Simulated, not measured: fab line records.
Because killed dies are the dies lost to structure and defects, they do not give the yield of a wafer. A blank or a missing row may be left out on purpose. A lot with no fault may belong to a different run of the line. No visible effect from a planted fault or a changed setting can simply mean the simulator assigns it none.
Chamber matching || flow n5 finfet || N5_BEOL_M3_ETCHBACK_99 on rie diel-03 has 4 sister chambers
The step etches SiO2 in CHF3, target depth 5 nm, time 10.4 s. 16 wafers are shown with their chamber, then 8 later ones without.

## WAFERS WITH THEIR CHAMBER
{"wafer": "L078.1", "chamber": 0, "drypump motor current A (A)": 6.39, "throttle valve pct (%)": 16.80, "rf vpp V (V)": 248}
{"wafer": "L078.2", "chamber": 3, "drypump motor current A (A)": 5.70, "throttle valve pct (%)": 17.25, "rf vpp V (V)": 244}
{"wafer": "L078.4", "chamber": 1, "drypump motor current A (A)": 5.99, "throttle valve pct (%)": 17.01, "rf vpp V (V)": 236}
{"wafer": "L083.2", "chamber": 1, "drypump motor current A (A)": 5.97, "throttle valve pct (%)": 17.03, "rf vpp V (V)": 236}
{"wafer": "L083.3", "chamber": 0, "drypump motor current A (A)": 6.40, "throttle valve pct (%)": 16.81, "rf vpp V (V)": 247}
{"wafer": "L083.4", "chamber": 0, "drypump motor current A (A)": 6.40, "throttle valve pct (%)": 16.81, "rf vpp V (V)": 248}
{"wafer": "L082.2", "chamber": 0, "drypump motor current A (A)": 6.39, "throttle valve pct (%)": 16.80, "rf vpp V (V)": 246}
{"wafer": "L082.4", "chamber": 1, "drypump motor current A (A)": 5.96, "throttle valve pct (%)": 17.04, "rf vpp V (V)": 236}
{"wafer": "L082.5", "chamber": 0, "drypump motor current A (A)": 6.39, "throttle valve pct (%)": 16.82, "rf vpp V (V)": 247}
{"wafer": "L085.3", "chamber": 0, "drypump motor current A (A)": 6.39, "throttle valve pct (%)": 16.83, "rf vpp V (V)": 248}
{"wafer": "L085.4", "chamber": 1, "drypump motor current A (A)": 5.94, "throttle valve pct (%)": 17.05, "rf vpp V (V)": 237}
{"wafer": "L085.5", "chamber": 3, "drypump motor current A (A)": 5.69, "throttle valve pct (%)": 17.29, "rf vpp V (V)": 243}
{"wafer": "L091.4", "chamber": 2, "drypump motor current A (A)": 6.05, "throttle valve pct (%)": 17.26, "rf vpp V (V)": 230}
{"wafer": "L091.5", "chamber": 1, "drypump motor current A (A)": 6.00, "throttle valve pct (%)": 17.08, "rf vpp V (V)": 235}
{"wafer": "L091.6", "chamber": 0, "drypump motor current A (A)": 6.38, "throttle valve pct (%)": 16.83, "rf vpp V (V)": 247}
{"wafer": "L092.1", "chamber": 3, "drypump motor current A (A)": 5.71, "throttle valve pct (%)": 17.31, "rf vpp V (V)": 242}

SIGNATURES, as means of the wafers listed above
{"reading": "drypump motor current A", "chamber 0": 6.3914, "chamber 1": 5.9720, "chamber 2": 6.0500, "chamber 3": 5.7000, "scatter within a chamber": 0.0152}
{"reading": "throttle valve pct", "chamber 0": 16.8143, "chamber 1": 17.0420, "chamber 2": 17.2600, "chamber 3": 17.2833, "scatter within a chamber": 0.0214}
{"reading": "rf vpp V", "chamber 0": 247.29, "chamber 1": 236.00, "chamber 2": 230.00, "chamber 3": 243.00, "scatter within a chamber": 0.787}
Rule: a wafer lies at a distance from a chamber equal to the root of the sum of squares, over the readings, of (its reading less the chamber's mean, divided by the reading's scatter). If the next closest chamber is less than 2 further off than the closest, the wafer can't be placed; otherwise it belongs to the closest. The scatter is the square root of a quotient: the sum, over the shown wafers, of each reading's squared deviation from its chamber's mean, divided by wafers minus chambers.

## WAFERS WITH NO CHAMBER GIVEN
{"wafer": "L092.3", "drypump motor current A (A)": 5.98, "throttle valve pct (%)": 17.05, "rf vpp V (V)": 234}
{"wafer": "L092.4", "drypump motor current A (A)": 6.39, "throttle valve pct (%)": 16.84, "rf vpp V (V)": 247}
{"wafer": "L093.1", "drypump motor current A (A)": 5.97, "throttle valve pct (%)": 17.08, "rf vpp V (V)": 235}
{"wafer": "L093.2", "drypump motor current A (A)": 6.06, "throttle valve pct (%)": 17.26, "rf vpp V (V)": 232}
{"wafer": "L093.5", "drypump motor current A (A)": 5.70, "throttle valve pct (%)": 17.31, "rf vpp V (V)": 243}
{"wafer": "L097.2", "drypump motor current A (A)": 6.42, "throttle valve pct (%)": 16.86, "rf vpp V (V)": 247}
{"wafer": "L097.3", "drypump motor current A (A)": 5.99, "throttle valve pct (%)": 17.08, "rf vpp V (V)": 235}
{"wafer": "L097.5", "drypump motor current A (A)": 5.96, "throttle valve pct (%)": 17.10, "rf vpp V (V)": 236}

## EACH ONE'S CHAMBER
{"wafer": "L092.3", "from the rows above": 1, "in truth": 1}
{"wafer": "L092.4", "from the rows above": 0, "in truth": 0}
{"wafer": "L093.1", "from the rows above": 1, "in truth": 1}
{"wafer": "L093.2", "from the rows above": 2, "in truth": 2}
{"wafer": "L093.5", "from the rows above": 3, "in truth": 3}
{"wafer": "L097.2", "from the rows above": 0, "in truth": 0}
{"wafer": "L097.3", "from the rows above": 1, "in truth": 1}
{"wafer": "L097.5", "from the rows above": 1, "in truth": 1}
8 of 8 placed correctly. Not placeable from these rows: 0. Number placed wrongly: 0.
